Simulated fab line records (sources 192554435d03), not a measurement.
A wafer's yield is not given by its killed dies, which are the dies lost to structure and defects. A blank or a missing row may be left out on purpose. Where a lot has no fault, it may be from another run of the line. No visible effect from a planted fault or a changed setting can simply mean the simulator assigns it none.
fab line records -- flow n5Finfet -- part 1 of 2: steps 1 to 18 of 29
[record] lots = 5, wafers = 15, lastDay = 17
route steps=1938 shown BEOL_M3@937
lots with no fault: from the same line, run without faults
startH: hours from the record's first day to the start of the lot's first wafer shown -- waitH: time in hours since the lot's previous step -- " same as the row above -- L1.1+2: a row that stands for several wafers -- - no value, or no start given -- * or withheld: withheld -- < > ~ a bound
route shown NAME@n: a module of which the file shows steps, and the number in the route of the first -- usual: mean/standard deviation of fault-free wafers -- same: alike in all rows -- chamber/n: place in a boat -- sites: each site's reading -- _std_site: their standard deviation -- _edge_site: outer sites' mean less inner sites' -- radiusMm: how far each site lies from the wafer's centre -- mask NAME#n: copy n -- behind: the tool/chamber that last shaped the wafer -- hold: why the lot went on hold/how many hours it stayed there/how the hold came to an end -- device: whichever transistor did not switch (one of n, p or np) -- end of line: the same wafers' tests at the end of the route -- where a step has no rows: the recipe by itself -- killed: the dies lost at the first sort to structure and to defects; this is not the yield of the wafer -- map: shows each die of a wafer: x if killed, . if not, _ if none is there
set.NAME: the setting that was run; set.NAME@STEP: the one run at that earlier step -- model.NAME: the simulator's own value behind a step, which no gauge read
lots at some steps of the route; a table a step, a row a wafer
services: a tool's chamber out of use, with start hour (startH, from the record's first day; less than 0 if before it), hours out, and reason
[[steps]]
[step N5_BEOL_M3_COAT_73]
[recipe] resist = underlayer, tempC = 205, timeS = 60, spinRpm = 1500, resistThkNm = 5
[usual] resistLineTempC = 23.00/0.099
lot.wafer,tool,chamber,startH,waitH,resistLineTempC
L075.1,lithoTrack-01,0,-,-,23.14
L075.4,lithoTrack-01,0,-,-,23.00
L075.5,lithoTrack-01,0,-,-,22.97
L076.3,lithoTrack-04,0,-,-,23.02
L076.5,lithoTrack-04,0,-,-,23.04
L076.6,lithoTrack-04,0,-,-,22.96
L079.2,lithoTrack-01,0,-,-,22.91
L079.4,lithoTrack-01,0,-,-,23.21
L079.6,lithoTrack-01,0,-,-,22.91
L084.1,lithoTrack-04,0,-,-,22.95
L084.3,lithoTrack-04,0,-,-,23.06
L084.6,lithoTrack-04,0,-,-,23.01
L089.1,lithoTrack-01,0,-,-,23.07
L089.4,lithoTrack-01,0,-,-,22.91
L089.6,lithoTrack-01,0,-,-,23.09
[step N5_BEOL_M3_COAT_05]
[recipe] resist = CAR-EUV, spinRpm = 1500, resistThkNm = 30
[usual] resistLineTempC = 22.99/0.11
lot.wafer,tool,chamber,startH,waitH,resistLineTempC
L075.1,lithoTrack-01,0,-,-,23.06
L075.4,lithoTrack-01,0,-,-,22.99
L075.5,lithoTrack-01,0,-,-,22.99
L076.3,lithoTrack-04,0,-,-,22.99
L076.5,lithoTrack-04,0,-,-,22.87
L076.6,lithoTrack-04,0,-,-,22.95
L079.2,lithoTrack-01,0,-,-,23.06
L079.4,lithoTrack-01,0,-,-,23.02
L079.6,lithoTrack-01,0,-,-,22.98
L084.1,lithoTrack-04,0,-,-,23.14
L084.3,lithoTrack-04,0,-,-,22.90
L084.6,lithoTrack-04,0,-,-,23.22
L089.1,lithoTrack-01,0,-,-,23.04
L089.4,lithoTrack-01,0,-,-,23.09
L089.6,lithoTrack-01,0,-,-,22.95
[step N5_BEOL_M3_EBR_07]
[recipe] solvent = PGMEA, ebrWidthMm = 1.5
[usual] resistLineTempC = 23.03/0.12
lot.wafer,tool,chamber,startH,waitH,resistLineTempC
L075.1,lithoTrack-01,0,-,-,22.88
L075.4,lithoTrack-01,0,-,-,22.99
L075.5,lithoTrack-01,0,-,-,23.01
L076.3,lithoTrack-04,0,-,-,22.89
L076.5,lithoTrack-04,0,-,-,23.01
L076.6,lithoTrack-04,0,-,-,23.00
L079.2,lithoTrack-01,0,-,-,22.92
L079.4,lithoTrack-01,0,-,-,23.01
L079.6,lithoTrack-01,0,-,-,23.01
L084.1,lithoTrack-04,0,-,-,22.92
L084.3,lithoTrack-04,0,-,-,23.07
L084.6,lithoTrack-04,0,-,-,23.11
L089.1,lithoTrack-01,0,-,-,22.81
L089.4,lithoTrack-01,0,-,-,23.04
L089.6,lithoTrack-01,0,-,-,23.03
[step N5_BEOL_M3_SOFTBAKE_06]
[recipe] tempC = 110, timeS = 60, resist = CAR-EUV
[usual] resistLineTempC = 22.98/0.11
lot.wafer,tool,chamber,startH,waitH,resistLineTempC
L075.1,lithoTrack-01,0,-,-,23.04
L075.4,lithoTrack-01,0,-,-,23.12
L075.5,lithoTrack-01,0,-,-,23.06
L076.3,lithoTrack-04,0,-,-,22.87
L076.5,lithoTrack-04,0,-,-,22.83
L076.6,lithoTrack-04,0,-,-,22.77
L079.2,lithoTrack-01,0,-,-,22.88
L079.4,lithoTrack-01,0,-,-,22.86
L079.6,lithoTrack-01,0,-,-,22.78
L084.1,lithoTrack-04,0,-,-,22.98
L084.3,lithoTrack-04,0,-,-,23.05
L084.6,lithoTrack-04,0,-,-,22.82
L089.1,lithoTrack-01,0,-,-,23.16
L089.4,lithoTrack-01,0,-,-,23.07
L089.6,lithoTrack-01,0,-,-,22.99
[step N5_BEOL_M3_EXPOSE_08]
[recipe] maskId = M3, na = 0.33, sourceShape = dipole, sigmaInner = 0.369, sigmaOuter = 0.767, polarization = unpolarized, doseMj = 33
lot.wafer,tool,chamber,startH,waitH,mask
L075.1+4+5,euvScanner-01,0,160.93,-,M3#0
L076.3+5+6,euvScanner-01,0,165.98,-,M3#0
L079.2+4+6,euvScanner-01,0,170.06,-,M3#0
L084.1+3+6,euvScanner-02,0,212.35,-,M3#0
L089.1+4+6,euvScanner-01,0,252.21,-,M3#0
[step N5_BEOL_M3_PEB_09]
[recipe] pebTempC = 100, pebTimeS = 60, resist = CAR-EUV
[usual] resistLineTempC = 23.00/0.1
lot.wafer,tool,chamber,startH,waitH,resistLineTempC
L075.1,lithoTrack-04,0,160.98,0.1,22.91
L075.4,lithoTrack-04,0,160.98,0.1,22.87
L075.5,lithoTrack-04,0,160.98,0.1,22.90
L076.3,lithoTrack-04,0,166.03,0.0,22.91
L076.5,lithoTrack-04,0,166.03,0.0,22.91
L076.6,lithoTrack-04,0,166.03,0.0,23.05
L079.2,lithoTrack-01,0,170.12,0.0,23.11
L079.4,lithoTrack-01,0,170.12,0.0,23.11
L079.6,lithoTrack-01,0,170.12,0.0,23.06
L084.1,lithoTrack-04,0,212.40,0.1,23.08
L084.3,lithoTrack-04,0,212.40,0.1,23.04
L084.6,lithoTrack-04,0,212.40,0.1,23.21
L089.1,lithoTrack-01,0,252.27,0.1,23.00
L089.4,lithoTrack-01,0,252.27,0.1,23.09
L089.6,lithoTrack-01,0,252.27,0.1,23.06
[step N5_BEOL_M3_DEVELOP_10]
[recipe] developTimeS = 30, developer = TMAH, resist = CAR-EUV, rinseLiquid = surfactantRinse, dry = airSpin, devTempC = 23
[usual] resistLineTempC = 22.99/0.1
lot.wafer,tool,chamber,startH,waitH,resistLineTempC
L075.1,lithoTrack-04,0,-,-,23.06
L075.4,lithoTrack-04,0,-,-,23.02
L075.5,lithoTrack-04,0,-,-,23.05
L076.3,lithoTrack-04,0,-,-,22.99
L076.5,lithoTrack-04,0,-,-,23.09
L076.6,lithoTrack-04,0,-,-,22.89
L079.2,lithoTrack-01,0,-,-,23.25
L079.4,lithoTrack-01,0,-,-,23.22
L079.6,lithoTrack-01,0,-,-,23.00
L084.1,lithoTrack-04,0,-,-,22.84
L084.3,lithoTrack-04,0,-,-,22.81
L084.6,lithoTrack-04,0,-,-,22.74
L089.1,lithoTrack-01,0,-,-,22.96
L089.4,lithoTrack-01,0,-,-,23.10
L089.6,lithoTrack-01,0,-,-,22.96
[step N5_BEOL_M3_CD_MEAS_11]
[recipe] targetCdNm = 17.05, landingEnergyEv = 500, detector = seInlens, polarity = opening
[usual] cdNm = 17.11/0.23
lot.wafer,tool,chamber,startH,waitH,cdNm
L075.1,cdSem-02,0,161.05,-,16.96
L075.4,cdSem-02,0,161.05,-,16.72
L075.5,cdSem-02,0,161.05,-,17.01
L076.3,cdSem-02,0,166.09,-,17.00
L076.5,cdSem-02,0,166.09,-,17.16
L076.6,cdSem-02,0,166.09,-,17.56
L079.2,cdSem-02,0,170.18,-,17.13
L079.4,cdSem-02,0,170.18,-,16.90
L079.6,cdSem-02,0,170.18,-,16.90
L084.1,cdSem-03,0,212.47,-,17.27
L084.3,cdSem-03,0,212.47,-,17.37
L084.6,cdSem-03,0,212.47,-,17.62
L089.1,cdSem-02,0,252.34,-,16.81
L089.4,cdSem-02,0,252.34,-,17.01
L089.6,cdSem-02,0,252.34,-,16.99
[step N5_BEOL_M3_OVL_MEAS_12]
[recipe] pointsPerWafer = 522
[usual] M3_OVL = 0.0/0.66
lot.wafer,tool,chamber,startH,waitH,M3_OVL[nm]
L075.1,overlay-02,0,161.08,0.0,-0.8
L075.4,overlay-02,0,161.08,0.0,0.0
L075.5,overlay-02,0,161.08,0.0,0.0
L076.3,overlay-02,0,166.13,0.0,-0.9
L076.5,overlay-02,0,166.13,0.0,-0.4
L076.6,overlay-02,0,166.13,0.0,-0.1
L079.2,overlay-02,0,170.22,0.0,-0.5
L079.4,overlay-02,0,170.22,0.0,1.0
L079.6,overlay-02,0,170.22,0.0,0.0
L084.1,overlay-01,0,212.50,0.0,0.6
L084.3,overlay-01,0,212.50,0.0,0.9
L084.6,overlay-01,0,212.50,0.0,0.6
L089.1,overlay-02,0,252.37,0.0,0.6
L089.4,overlay-02,0,252.37,0.0,1.0
L089.6,overlay-02,0,252.37,0.0,0.8
[step N5_BEOL_M3_INSPECT_13]
[recipe] mode = adi, inspectInstrument = brightfield
[usual] rawDefectCount = 400/97
lot.wafer,tool,chamber,startH,waitH,rawDefectCount
L075.1,defectInspect-01,-,161.14,0.1,411
L075.4,defectInspect-01,-,161.14,0.1,451
L075.5,defectInspect-01,-,161.14,0.1,475
L076.3,defectInspect-01,-,166.18,0.0,519
L076.5,defectInspect-01,-,166.18,0.0,486
L076.6,defectInspect-01,-,166.18,0.0,566
L079.2,defectInspect-02,-,170.28,0.1,453
L079.4,defectInspect-02,-,170.28,0.1,423
L079.6,defectInspect-02,-,170.28,0.1,737
L084.1,defectInspect-02,-,212.56,0.1,407
L084.3,defectInspect-02,-,212.56,0.1,374
L084.6,defectInspect-02,-,212.56,0.1,391
L089.1,defectInspect-01,-,252.43,0.1,337
L089.4,defectInspect-01,-,252.43,0.1,404
L089.6,defectInspect-01,-,252.43,0.1,320
[step N5_BEOL_M3_DESCUM_16]
[recipe] chemistry = O2, timeS = 7, sourcePowerW = 50, biasPowerW = 20, pressureMtorr = 20, rfFrequencyHz = 2.712e+07, tempC = 40, resist = CAR-EUV, o2FlowSccm = 225
[usual] drypumpMotorCurrentA = 5.6/0.44, oesProductAu = 0.82/0.093, rfFwdPowerW = 49.35/0.22, rfVppV = 243.3/1.4, showerheadPlenumPTorr = 2.11/0.078, throttleValvePct = 20.45/0.21
lot.wafer,tool,chamber,startH,waitH,drypumpMotorCurrentA,oesProductAu,rfFwdPowerW,rfHoursCounterH,rfVppV,showerheadPlenumPTorr,throttleValvePct
L075.1,rieDiel-02,3,161.17,0.0,5.8,0.79,49.32,84,241.2,2.02,20.72
L075.4,rieDiel-02,0,161.17,0.0,5.7,0.95,49.31,13,244.1,2.06,20.37
L075.5,rieDiel-02,3,161.17,0.0,5.8,0.79,49.39,-,241.8,2.03,20.73
L076.3,rieDiel-06,1,166.21,0.0,5.6,0.72,49.63,209,244.3,2.17,20.85
L076.5,rieDiel-06,0,166.21,0.0,5.2,0.97,49.46,-,241.0,2.06,20.24
L076.6,rieDiel-06,3,166.21,0.0,5.4,0.71,49.15,-,243.0,2.07,20.64
L079.2,rieDiel-06,0,170.31,0.0,5.2,0.96,49.48,8,242.5,2.06,20.24
L079.4,rieDiel-06,3,170.31,0.0,5.5,0.69,49.44,-,241.6,2.07,20.60
L079.6,rieDiel-06,1,170.31,0.0,5.6,0.70,49.47,-,244.0,2.17,20.85
L084.1,rieDiel-02,0,212.60,0.0,5.6,0.91,49.64,26,242.6,2.06,20.37
L084.3,rieDiel-02,1,212.60,0.0,6.3,0.90,49.53,33,244.2,2.13,20.19
L084.6,rieDiel-02,1,212.60,0.0,6.3,0.89,49.60,-,243.7,2.13,20.21
L089.1,rieDiel-03,2,252.46,0.0,5.3,0.98,49.35,4,245.1,2.24,20.36
L089.4,rieDiel-03,0,252.46,0.0,4.7,0.82,49.38,65,242.4,2.04,20.25
L089.6,rieDiel-03,2,252.46,0.0,5.3,0.98,49.37,-,244.1,2.24,20.35
[step N5_BEOL_M3_ETCH_74]
[recipe] chemistry = N2/H2, target = underlayer, targetDepthA = 65, maskMaterial = CAR-EUV, timeS = 5.2, ionEnergyEv = 200, pressureMtorr = 30, sourceW = 840, biasW = 150, n2FlowSccm = 200, h2FlowSccm = 200, ends = cleared
[usual] drypumpMotorCurrentA = 5.6/0.44, etchRfOnTimeS = 5.20/0.081, oesProductAu = 0.70/0.077, rfFwdPowerW = 819.1/2.6, rfVppV = 524.3/2.8, showerheadPlenumPTorr = 2.56/0.093, throttleValvePct = 17.84/0.24
lot.wafer,tool,chamber,startH,waitH,drypumpMotorCurrentA,etchRfOnTimeS,oesProductAu,rfFwdPowerW,rfHoursCounterH,rfVppV,showerheadPlenumPTorr,throttleValvePct
L075.1,rieDiel-02,3,161.21,0.0,5.8,5.09,0.69,821.9,84,524.4,2.47,18.12
L075.4,rieDiel-02,0,161.21,0.0,5.6,5.13,0.82,823.3,13,525.1,2.49,17.65
L075.5,rieDiel-02,3,161.21,0.0,5.8,5.11,0.69,813.5,-,522.6,2.47,18.14
L076.3,rieDiel-06,1,166.25,0.0,5.6,5.17,0.61,822.0,209,526.3,2.63,18.26
L076.5,rieDiel-06,0,166.25,0.0,5.2,5.10,0.83,823.7,-,524.2,2.49,17.59
L076.6,rieDiel-06,3,166.25,0.0,5.4,5.20,0.60,823.5,-,523.7,2.53,18.12
L079.2,rieDiel-06,0,170.35,0.0,5.2,5.12,0.81,817.3,8,523.8,2.49,17.59
L079.4,rieDiel-06,3,170.35,0.0,5.5,5.10,0.60,815.6,-,522.0,2.53,18.12
L079.6,rieDiel-06,1,170.35,0.0,5.6,5.17,0.60,820.0,-,525.9,2.63,18.26
L084.1,rieDiel-02,0,212.63,0.0,5.6,5.13,0.78,815.3,26,522.5,2.49,17.67
L084.3,rieDiel-02,1,212.63,0.0,6.3,5.25,0.75,820.8,33,526.3,2.59,17.67
L084.6,rieDiel-02,1,212.63,0.0,6.3,5.30,0.75,822.5,-,524.4,2.59,17.67
L089.1,rieDiel-03,2,252.49,0.0,5.3,5.11,0.83,820.1,4,529.1,2.71,17.73
L089.4,rieDiel-03,0,252.49,0.0,4.8,5.24,0.69,819.2,65,520.0,2.48,17.64
L089.6,rieDiel-03,2,252.49,0.0,5.3,5.14,0.82,820.1,-,527.2,2.71,17.70
[step N5_BEOL_M3_ETCH_63]
[recipe] chemistry = CF4, target = SiARC, targetDepthA = 156, maskMaterial = CAR-EUV, timeS = 26, ionEnergyEv = 80, pressureMtorr = 40, sourceW = 545, biasW = 36, Ar_flow_sccm = 100, cf4FlowSccm = 100, ends = cleared
[usual] drypumpMotorCurrentA = 5.6/0.44, etchRfOnTimeS = 26.1/0.41, oesProductAu = 0.70/0.077, rfFwdPowerW = 532.1/1.6, rfVppV = 184.1/1.3, showerheadPlenumPTorr = 2.16/0.073, throttleValvePct = 15.61/0.25
lot.wafer,tool,chamber,startH,waitH,drypumpMotorCurrentA,etchRfOnTimeS,oesProductAu,rfFwdPowerW,rfHoursCounterH,rfVppV,showerheadPlenumPTorr,throttleValvePct
L075.1,rieDiel-02,3,161.23,0.0,5.8,25.5,0.69,529.7,84,183.0,2.08,15.92
L075.4,rieDiel-02,0,161.23,0.0,5.6,25.5,0.81,532.1,13,183.4,2.10,15.39
L075.5,rieDiel-02,3,161.23,0.0,5.8,25.5,0.69,530.9,-,181.8,2.08,15.92
L076.3,rieDiel-06,1,166.27,0.0,5.6,26.0,0.60,535.6,209,185.4,2.21,16.02
L076.5,rieDiel-06,0,166.27,0.0,5.2,25.1,0.84,530.7,-,184.4,2.11,15.36
L076.6,rieDiel-06,3,166.27,0.0,5.4,25.9,0.60,534.1,-,183.2,2.13,15.90
L079.2,rieDiel-06,0,170.36,0.0,5.2,25.7,0.81,532.0,8,182.0,2.11,15.38
L079.4,rieDiel-06,3,170.36,0.0,5.4,26.4,0.60,532.9,-,184.3,2.13,15.91
L079.6,rieDiel-06,1,170.36,0.0,5.6,26.1,0.60,535.9,-,183.6,2.21,16.03
L084.1,rieDiel-02,0,212.65,0.0,5.7,25.6,0.78,532.4,26,183.1,2.10,15.40
L084.3,rieDiel-02,1,212.65,0.0,6.4,26.0,0.76,533.0,33,183.9,2.18,15.33
L084.6,rieDiel-02,1,212.65,0.0,6.4,26.3,0.75,531.4,-,184.6,2.18,15.32
L089.1,rieDiel-03,2,252.51,0.0,5.3,25.8,0.83,532.4,4,186.2,2.27,15.41
L089.4,rieDiel-03,0,252.51,0.0,4.7,26.3,0.69,532.1,65,183.7,2.10,15.45
L089.6,rieDiel-03,2,252.51,0.0,5.3,26.0,0.82,532.6,-,184.9,2.27,15.40
[step N5_BEOL_M3_ETCH_64]
[recipe] chemistry = N2/H2, target = SOC, targetDepthA = 750, overetchA = 150, maskMaterial = SiARC, tempC = 40, timeS = 112.5, ionEnergyEv = 200, pressureMtorr = 30, sourceW = 840, biasW = 150, n2FlowSccm = 200, h2FlowSccm = 200
[usual] drypumpMotorCurrentA = 5.6/0.44, oesProductAu = 0.65/0.07, rfFwdPowerW = 836.3/2.9, rfVppV = 524.3/2.7, showerheadPlenumPTorr = 2.56/0.093, throttleValvePct = 17.80/0.24
lot.wafer,tool,chamber,startH,waitH,drypumpMotorCurrentA,oesProductAu,rfFwdPowerW,rfHoursCounterH,rfVppV,showerheadPlenumPTorr,throttleValvePct
L075.1,rieDiel-02,3,161.25,0.0,5.8,0.63,835.2,84,523.0,2.47,18.09
L075.4,rieDiel-02,0,161.25,0.0,5.6,0.75,833.0,13,523.7,2.49,17.58
L075.5,rieDiel-02,3,161.25,0.0,5.8,0.63,838.2,-,521.9,2.47,18.10
L076.3,rieDiel-06,1,166.29,0.0,5.6,0.56,836.5,209,526.4,2.63,18.22
L076.5,rieDiel-06,0,166.29,0.0,5.2,0.76,835.6,-,521.3,2.49,17.55
L076.6,rieDiel-06,3,166.29,0.0,5.5,0.55,838.7,-,521.8,2.53,18.09
L079.2,rieDiel-06,0,170.39,0.0,5.2,0.75,836.4,8,521.7,2.49,17.54
L079.4,rieDiel-06,3,170.39,0.0,5.5,0.55,833.6,-,524.3,2.53,18.07
L079.6,rieDiel-06,1,170.39,0.0,5.6,0.56,839.7,-,528.0,2.63,18.23
L084.1,rieDiel-02,0,212.67,0.0,5.6,0.72,839.8,26,522.6,2.48,17.60
L084.3,rieDiel-02,1,212.67,0.0,6.3,0.70,838.4,33,525.0,2.59,17.63
L084.6,rieDiel-02,1,212.67,0.0,6.3,0.70,840.0,-,524.8,2.59,17.64
L089.1,rieDiel-03,2,252.54,0.0,5.3,0.77,834.2,4,529.3,2.71,17.65
L089.4,rieDiel-03,0,252.54,0.0,4.7,0.64,837.8,65,521.6,2.47,17.57
L089.6,rieDiel-03,2,252.54,0.0,5.3,0.76,836.4,-,529.1,2.71,17.66
[step N5_BEOL_M3_STRIP_65]
[recipe] chemistry = N2/H2, tempC = 40, n2FlowSccm = 200, h2FlowSccm = 200, rfFrequencyHz = 6e+07
lot.wafer,tool,chamber,startH,waitH
L075.1+4+5,rieDiel-02,"3,0,3",161.36,0.1
L076.3+5+6,rieDiel-06,"1,0,3",166.40,0.1
L079.2+4+6,rieDiel-06,"0,3,1",170.50,0.1
L084.1+3+6,rieDiel-02,"0,1,1",212.78,0.1
L089.1+4+6,rieDiel-03,"2,0,2",252.65,0.1
[step N5_BEOL_M3_STRIP_75]
[recipe] chemistry = N2/H2, tempC = 40, n2FlowSccm = 200, h2FlowSccm = 200, rfFrequencyHz = 6e+07
lot.wafer,tool,chamber,startH,waitH
L075.1+4+5,rieDiel-02,"3,0,3",161.37,0.0
L076.3+5+6,rieDiel-06,"1,0,3",166.41,0.0
L079.2+4+6,rieDiel-06,"0,3,1",170.51,0.0
L084.1+3+6,rieDiel-02,"0,1,1",212.79,0.0
L089.1+4+6,rieDiel-03,"2,0,2",252.66,0.0
[step N5_BEOL_M3_STRIP_66]
[recipe] chemistry = CF4, resist = SiARC, powerW = 300, biasPowerW = 75, pressureMtorr = 50, cf4FlowSccm = 150, rfFrequencyHz = 6e+07
[usual] drypumpMotorCurrentA = 5.6/0.44, oesProductAu = 0.81/0.087, rfFwdPowerW = 292.6/0.89, rfVppV = 271.2/1.6, showerheadPlenumPTorr = 1.81/0.061, throttleValvePct = 13.57/0.27
lot.wafer,tool,chamber,startH,waitH,drypumpMotorCurrentA,oesProductAu,rfFwdPowerW,rfHoursCounterH,rfVppV,showerheadPlenumPTorr,throttleValvePct
L075.1,rieDiel-02,3,161.38,0.0,5.8,0.78,292.7,84,269.3,1.75,13.87
L075.4,rieDiel-02,0,161.38,0.0,5.6,0.93,292.7,13,270.1,1.76,13.29
L075.5,rieDiel-02,3,161.38,0.0,5.8,0.79,293.3,-,269.5,1.75,13.86
L076.3,rieDiel-06,1,166.42,0.0,5.6,0.70,292.7,209,272.7,1.86,14.02
L076.5,rieDiel-06,0,166.42,0.0,5.2,0.95,293.6,-,271.1,1.77,13.27
L076.6,rieDiel-06,3,166.42,0.0,5.4,0.69,291.9,-,271.1,1.78,13.86
L079.2,rieDiel-06,0,170.52,0.0,5.1,0.95,291.4,8,270.2,1.77,13.28
L079.4,rieDiel-06,3,170.52,0.0,5.4,0.70,290.4,-,271.2,1.78,13.87
L079.6,rieDiel-06,1,170.52,0.0,5.6,0.70,293.2,-,270.5,1.86,14.04
L084.1,rieDiel-02,0,212.80,0.0,5.6,0.90,292.9,26,271.6,1.75,13.33
L084.3,rieDiel-02,1,212.80,0.0,6.4,0.87,293.4,33,272.2,1.82,13.26
L084.6,rieDiel-02,1,212.80,0.0,6.3,0.88,292.9,-,272.2,1.83,13.24
L089.1,rieDiel-03,2,252.67,0.0,5.3,0.95,292.5,5,272.6,1.90,13.32
L089.4,rieDiel-03,0,252.67,0.0,4.7,0.81,293.2,65,271.2,1.76,13.41
L089.6,rieDiel-03,2,252.67,0.0,5.3,0.95,293.8,-,272.7,1.90,13.35
[step N5_BEOL_M3_HM_OPEN_17]
[recipe] chemistry = Cl2/BCl3, targetDepthA = 200, overetchA = 60, target = TiN, maskMaterial = SOC, ionEnergyEv = 150, pressureMtorr = 10, icpW = 1000, biasW = 126, Cl2_flow_sccm = 53.25, bcl3FlowSccm = 21.75, Ar_flow_sccm = 25
[usual] bcl3FlowSccm = 21.75/0.059, drypumpMotorCurrentA = 5.95/0.14, oesProductAu = 0.70/0.076, rfFwdPowerW = 993.2/2.8, throttleValvePct = 22.03/0.25
lot.wafer,tool,chamber,startH,waitH,bcl3FlowSccm,drypumpMotorCurrentA,oesProductAu,rfFwdPowerW,rfHoursCounterH,throttleValvePct
L075.1,rieMetal-03,0,161.42,0.0,21.80,5.83,0.82,995.9,2,22.32
L075.4,rieMetal-03,0,161.42,0.0,21.78,5.82,0.82,995.3,-,22.32
L075.5,rieMetal-03,0,161.42,0.0,21.85,5.80,0.83,993.7,-,22.30
L076.3,rieMetal-03,1,166.49,0.1,21.79,5.93,0.85,991.8,-,21.83
L076.5,rieMetal-03,1,166.49,0.1,21.78,5.94,0.85,992.9,-,21.83
L076.6,rieMetal-03,0,166.49,0.1,21.70,5.81,0.83,993.3,-,22.32
L079.2,rieMetal-01,1,170.56,0.0,21.76,5.93,0.73,989.2,17,21.78
L079.4,rieMetal-01,1,170.56,0.0,21.78,5.91,0.74,991.1,-,21.78
L079.6,rieMetal-01,1,170.56,0.0,21.75,5.93,0.73,989.1,-,21.79
L084.1,rieMetal-02,1,212.84,0.0,21.70,5.83,0.66,993.1,39,21.84
L084.3,rieMetal-02,1,212.84,0.0,21.65,5.80,0.67,994.4,-,21.83
L084.6,rieMetal-02,1,212.84,0.0,21.69,5.77,0.67,994.4,-,21.83
L089.1,rieMetal-03,1,252.71,0.0,21.68,5.94,0.77,992.4,9,21.85
L089.4,rieMetal-03,1,252.71,0.0,21.77,5.91,0.77,990.7,-,21.83
L089.6,rieMetal-03,1,252.71,0.0,21.85,5.94,0.77,995.6,-,21.84
